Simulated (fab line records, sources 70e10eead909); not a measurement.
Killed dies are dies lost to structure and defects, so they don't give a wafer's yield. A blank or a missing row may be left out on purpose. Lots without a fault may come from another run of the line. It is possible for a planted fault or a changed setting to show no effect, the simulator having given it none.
Matching of chambers + flow nand-harc + rie-diel-13 running NHARC_A_STAIRCASE_DESCUM_186: 4 sister chambers
The step chemistry O2, time 3 s. 4 wafers are shown with their chamber, then 10 later ones without.

WAFERS WITH THEIR CHAMBER
| wafer  | chamber | drypump-motor-current-A (A) |
|--------|---------|-----------------------------|
| L084.1 | 3       | 5.8                         |
| L084.6 | 1       | 6.2                         |
| L085.1 | 2       | 5.7                         |
| L085.2 | 0       | 4.7                         |

WAFERS WITH NO CHAMBER GIVEN
| wafer  | drypump-motor-current-A (A) |
|--------|-----------------------------|
| L085.6 | 5.7                         |
| L087.3 | 5.9                         |
| L087.4 | 6.2                         |
| L087.5 | 4.7                         |
| L094.4 | 5.7                         |
| L094.5 | 5.9                         |
| L094.6 | 5.7                         |
| L096.4 | 6.2                         |
| L096.5 | 4.7                         |
| L096.6 | 6.2                         |

WHICH CHAMBER EACH WENT THROUGH
| wafer  | from the rows above | in truth |
|--------|---------------------|----------|
| L085.6 | 2                   | 2        |
| L087.3 | 3                   | 3        |
| L087.4 | 1                   | 1        |
| L087.5 | 0                   | 0        |
| L094.4 | 2                   | 2        |
| L094.5 | 3                   | 3        |
| L094.6 | 2                   | 2        |
| L096.4 | 1                   | 1        |
| L096.5 | 0                   | 0        |
| L096.6 | 1                   | 1        |
10 of 10 placed correctly. From these rows, 0 cannot be placed. 0 placed wrongly.
How it was worked out, from the rows above alone: a wafer's distance from a chamber is the root of the sum, over the readings, of the square of ((its reading less the chamber's mean) divided by the reading's scatter). If the next closest chamber is less than 2 further off than the closest, the wafer can't be placed; otherwise it belongs to the closest. Each chamber's mean is taken over the wafers shown for it. The scatter: with one shown wafer a chamber, the root of the mean of the squares of how far each hidden wafer lies from its nearest shown one.
